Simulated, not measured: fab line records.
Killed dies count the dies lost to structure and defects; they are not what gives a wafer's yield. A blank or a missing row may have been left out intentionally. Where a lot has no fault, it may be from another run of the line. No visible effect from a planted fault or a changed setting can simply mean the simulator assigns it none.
What tool caused it? | flow n5Finfet | Sampling: 10 lots, 29 wafers, 6 of 1938 route steps

## WHAT THE GAUGES SHOWED, per wafer
N5_SD_ACTIVATION_RS_MEAS_03: the measuring method here is four-point-probe.
lot  | measured    | on           | RS_SD_N (ohm/sq) | RS_SD_P (ohm/sq)
L435 | day 3 09:55 | filmMetro-02 | 22.3 22.4 22.1   | 56.3 56.9 55.9
L439 | day 4 09:08 | filmMetro-02 | 22.4 22.3 22.3   | 54.5 54.5 55.1
L440 | day 4 15:32 | filmMetro-01 | 21.7 21.5 21.9   | 56.7 55.5 55.9
L441 | day 4 22:29 | filmMetro-02 | 21.9 21.9 21.5   | 56.6 56.7 56.5
L443 | day 5 09:32 | filmMetro-02 | 21.8 22.0 22.0   | 56.2 55.0 55.1
L449 | day 6 21:58 | filmMetro-01 | 25.8 25.7 25.9   | 58.3 57.6 57.3
L451 | day 7 09:42 | filmMetro-01 | 25.5 25.8 25.7   | 58.0 57.8 58.1
L453 | day 7 21:55 | filmMetro-02 | 21.8 21.7 22.0   | 56.9 56.4 57.9
L455 | day 8 09:42 | filmMetro-01 | 22.2 22.4        | 55.2 56.1
L457 | day 9 01:10 | filmMetro-01 | 21.8 22.1 22.3   | 57.9 58.6 57.6

N5_SD_ACTIVATION_INSPECT_02: inspects for defects (darkfield).
lot  | measured    | on               | rawDefectCount
L435 | day 3 10:12 | defectInspect-01 | 201 169 183
L439 | day 4 09:26 | defectInspect-01 | 220 199 310
L440 | day 4 15:47 | defectInspect-02 | 122 167 176
L441 | day 4 22:47 | defectInspect-01 | 167 155 189
L443 | day 5 09:50 | defectInspect-01 | 219 207 177
L449 | day 6 22:17 | defectInspect-01 | 203 159 220
L451 | day 7 10:01 | defectInspect-02 | 184 162 181
L453 | day 7 22:14 | defectInspect-01 | 195 182 163
L455 | day 8 10:00 | defectInspect-02 | 161 193
L457 | day 9 01:29 | defectInspect-02 | 172 145 180

N5_BEOL_M4_RC_MEAS_101.
lot  | measured     | on        | DIBL_N (mV/V)  | DIBL_P (mV/V)  | IOFF_N (nA/um) | IOFF_P (nA/um) | ION_N (uA/um) | ION_P (uA/um) | RC_DENSE_N (ohm.um) | RC_N (ohm.um)  | REXT_N (ohm.um) | RS_SD_N (ohm/sq) | SS_N (mV/dec)  | SS_P (mV/dec)  | VT_N (mV)   | VT_P (mV)
L435 | day 7 16:35  | prober-02 | 35.6 35.3 33.9 | 36.5 36.0 34.0 | 0.14 0.14 0.12 | 0.22 0.20 0.17 | 673 678 674   | 468 464 462   | 19.6 18.8 19.2      | 15.9 15.2 15.6 | 76.9 75.5 75.4  | 29.0 28.9 28.8   | 72.2 71.1 71.0 | 74.0 73.4 73.0 | 250 250 253 | -248 -252 -252
L439 | day 8 18:11  | prober-01 | 36.8 36.7 36.3 | 37.1 36.6 36.3 | 0.17 0.16 0.17 | 0.23 0.22 0.22 | 676 678 682   | 469 469 472   | 19.0 18.9 18.6      | 15.5 15.5 15.2 | 78.0 77.2 76.6  | 28.9 29.0 29.0   | 71.6 71.8 71.7 | 73.7 73.8 73.7 | 250 252 249 | -248 -249 -249
L440 | day 8 18:22  | prober-02 | 34.0 36.1 35.6 | 33.5 35.7 35.3 | 0.12 0.16 0.13 | 0.19 0.22 0.20 | 662 679 662   | 460 470 464   | 19.8 18.9 19.1      | 15.9 15.3 15.6 | 73.9 73.2 74.0  | 28.2 28.1 28.2   | 70.9 70.9 70.7 | 72.6 72.7 72.9 | 253 248 252 | -251 -248 -249
L441 | day 9 18:02  | prober-02 | 36.5 37.8 38.6 | 36.2 37.1 38.2 | 0.16 0.18 0.20 | 0.21 0.23 0.25 | 676 693 684   | 465 464 471   | 18.9 18.9 18.9      | 15.5 15.2 15.5 | 76.2 75.5 74.7  | 28.6 28.4 27.8   | 71.3 71.6 72.5 | 72.6 72.4 73.0 | 249 246 246 | -251 -248 -247
L443 | day 10 13:59 | prober-01 | 35.7 35.9 35.3 | 37.4 36.5 37.5 | 0.15 0.14 0.15 | 0.20 0.21 0.22 | 675 675 685   | 467 467 474   | 18.2 18.6 18.7      | 15.0 15.1 15.2 | 76.8 76.3 77.4  | 27.9 28.1 28.1   | 71.2 71.5 71.3 | 73.1 73.0 72.5 | 250 254 249 | -252 -249 -252
L449 | day 11 15:00 | prober-02 | 33.9 38.7 34.8 | 34.2 39.6 34.5 | 0.11 0.18 0.12 | 0.15 0.23 0.15 | 654 662 650   | 453 453 452   | 21.0 21.5 21.9      | 16.9 17.6 17.8 | 87.2 86.5 86.5  | 33.1 32.6 32.7   | 70.5 72.0 71.2 | 73.3 74.7 72.7 | 256 249 253 | -254 -254 -258
L451 | day 12 10:49 | prober-02 | 37.7 36.1 36.4 | 38.3 35.6 37.9 | 0.17 0.15 0.16 | 0.22 0.17 0.21 | 660 664 683   | 454 454 467   | 21.4 21.1 21.3      | 17.6 17.3 17.3 | 81.2 79.9 79.9  | 32.0 32.5 32.3   | 72.0 71.2 71.3 | 74.6 73.2 73.1 | 249 252 251 | -252 -254 -251
L453 | day 12 15:37 | prober-02 | 36.7 35.7 37.8 | 33.2 32.5 34.5 | 0.15 0.14 0.17 | 0.19 0.18 0.21 | 676 680 683   | 463 466 467   | 19.2 19.4 19.2      | 15.6 15.8 15.7 | 75.7 75.2 75.3  | 28.5 28.4 28.7   | 71.3 71.3 71.7 | 72.7 72.5 73.6 | 250 250 248 | -251 -253 -251
L455 | day 13 05:05 | prober-02 | 37.1 35.7      | 36.8 35.6      | 0.17 0.15      | 0.25 0.22      | 679 677       | 472 464       | 18.9 19.0           | 15.4 15.4      | 76.0 74.8       | 28.9 29.0        | 71.1 71.6      | 73.1 73.1      | 249 249     | -246 -248
L457 | day 13 22:01 | prober-02 | 35.8 37.6 34.1 | 36.1 38.6 33.2 | 0.15 0.19 0.12 | 0.21 0.25 0.16 | 673 686 665   | 461 467 455   | 20.1 19.2 18.4      | 16.4 15.5 15.2 | 76.8 76.7 74.9  | 28.2 28.7 29.4   | 71.4 72.0 70.5 | 73.9 74.6 72.6 | 248 246 255 | -251 -249 -251

## TOOL THAT RAN EACH LOT (tool first, then ch and the chambers of the sampled wafers, then the start)
lot  | N5_SD_ACTIVATION_LSA_01          | N5_ILD0_ALD_15                  | N5_ILD0_CMP_12
L435 | laserAnneal-02 ch 0, day 3 09:44 | aldSin-02 ch 0,1,3, day 3 13:56 | cmp-03 ch 0,2, day 3 16:10
L439 | laserAnneal-01 ch 0, day 4 08:56 | aldSin-03 ch 0,1,2, day 4 13:22 | cmp-03 ch 0,1,3, day 4 15:38
L440 | laserAnneal-02 ch 0, day 4 15:20 | aldSin-03 ch 1,2, day 4 19:32   | cmp-01 ch 1,2, day 4 21:46
L441 | laserAnneal-01 ch 0, day 4 22:17 | aldSin-03 ch 0,1,2, day 5 02:53 | cmp-03 ch 0,2,3, day 5 05:10
L443 | laserAnneal-01 ch 0, day 5 09:20 | aldSin-04 ch 2,3, day 5 13:34   | cmp-01 ch 2,3, day 5 15:46
L449 | laserAnneal-01 ch 0, day 6 21:46 | aldSin-04 ch 0,1,3, day 7 02:03 | cmp-04 ch 0,1,2, day 7 04:15
L451 | laserAnneal-01 ch 0, day 7 09:29 | aldSin-04 ch 2,3, day 7 14:11   | cmp-01 ch 0,1,3, day 7 16:23
L453 | laserAnneal-02 ch 0, day 7 21:43 | aldSin-02 ch 1,2,3, day 8 02:01 | cmp-03 ch 0,1, day 8 04:13
L455 | laserAnneal-02 ch 0, day 8 09:29 | aldSin-02 ch 3, day 8 15:37     | cmp-04 ch 2,3, day 8 17:49
L457 | laserAnneal-02 ch 0, day 9 00:58 | aldSin-04 ch 0,2,3, day 9 05:35 | cmp-04 ch 0,1,2, day 9 07:47
- N5_SD_ACTIVATION_LSA_01: time 0.0008 s.
- N5_ILD0_ALD_15: deposits SiNx, target thk 24 nm, pulse time 1 s, ald cycles 480.
- N5_ILD0_CMP_12: polishes SiNx, stops on poly-Si, t overpolish 6 s, target thk 17.67 nm.

## AS READ BY THE TOOLS THEMSELVES (means over the sampled wafers that have a number; for cases with no such wafer, the mark the record gives instead)
N5_SD_ACTIVATION_LSA_01.
lot  | tool           | wafer_temp_C_max
L435 | laserAnneal-02 | 1086.1
L439 | laserAnneal-01 | 1083.8
L440 | laserAnneal-02 | 1086.3
L441 | laserAnneal-01 | 1084.1
L443 | laserAnneal-01 | 1085.5
L449 | laserAnneal-01 | 1056.3
L451 | laserAnneal-01 | 1055.8
L453 | laserAnneal-02 | 1085.5
L455 | laserAnneal-02 | 1085.3
L457 | laserAnneal-02 | 1085.7

N5_ILD0_ALD_15.
lot  | tool      | heaterPowerW (W) | precursorPulseHeightRel
L435 | aldSin-02 | 930              | 0.994
L439 | aldSin-03 | 843              | 0.995
L440 | aldSin-03 | 888              | 1.019
L441 | aldSin-03 | 837              | 0.989
L443 | aldSin-04 | 771              | 0.999
L449 | aldSin-04 | 867              | 0.991
L451 | aldSin-04 | 792              | 0.989
L453 | aldSin-02 | 858              | 0.992
L455 | aldSin-02 | 872              | 0.999
L457 | aldSin-04 | 880              | 1.008

N5_ILD0_CMP_12.
lot  | tool   | motorCurrentA (A) | overpolishRunS (s) | platenRpm (rpm) | timeToEndpointS (s)
L435 | cmp-03 | 9.5               | 6.005              | 51.75           | 33.2
L439 | cmp-03 | 8.9               | 5.997              | 51.80           | 29.3
L440 | cmp-01 | 9.0               | 6.003              | 51.82           | 31.1
L441 | cmp-03 | 9.0               | 5.995              | 51.77           | 33.3
L443 | cmp-01 | 9.5               | 5.997              | 51.82           | 28.8
L449 | cmp-04 | 8.9               | 5.996              | 51.78           | 30.1
L451 | cmp-01 | 8.6               | 5.993              | 51.79           | 29.4
L453 | cmp-03 | 10.0              | 6.008              | 51.77           | 27.3
L455 | cmp-04 | 9.9               | 6.012              | 51.78           | 25.5
L457 | cmp-04 | 9.2               | 6.004              | 51.85           | 29.1

## THE ANSWER, worked out from the rows above alone
Rule: what is usual is taken from the lots themselves. The widest of any qualifying gaps counts: lots, ordered by their means at a reading, are off when they make up no more than a third of the lots, leave a main group of 4 or more, and stand apart from it by 3 or more times the standard deviation of that group's means. If all means in a main group match to the digits the tables above print for the reading, that group is not used. A lot without any number at a reading at which 4 lots or more have one is off too. Any other lot the step has rows for is counted as sound. Order of review: gauges by route order, followed by the tools' own readings, for which a lot's mean as printed above is used. The first step at which some lot is off is used, and at that step the reading that is off furthest; a lot without a number counts as furthest.
Off: L449, L451, seen at N5_SD_ACTIVATION_RS_MEAS_03 (RS_SD_N). The main group has a mean of 22.0 ohm/sq with a standard deviation of 0.24.
If a tool, at a process step before that reading, ran all the lots that are off and no sound lot after the first of them, it fits. The gauges at N5_SD_ACTIVATION_RS_MEAS_03 aren't tried: what is off there is off at N5_BEOL_M4_RC_MEAS_101 too, on other tools, and a gauge's error can't cause that. One fits: N5_SD_ACTIVATION_LSA_01 on laserAnneal-01. Its last sound lot is L443 (day 5 09:20), its first lot that is off L449 (day 6 21:46): a fault that began between those two fits.
The tool's own readings at N5_SD_ACTIVATION_LSA_01 bear it out: on the lots that are off they differ by more than 5 times the standard deviation of the sound lots' means. wafer_temp_C_max reads 1056.0 there against 1085.3 on the sound lots.

## WHAT HAD BEEN PUT IN BY THE SIMULATOR
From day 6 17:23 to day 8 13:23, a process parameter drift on laserAnneal-01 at N5_SD_ACTIVATION_LSA_01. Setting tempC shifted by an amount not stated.
Shown lots that were struck: L449, L451. The same result came from the rule above.
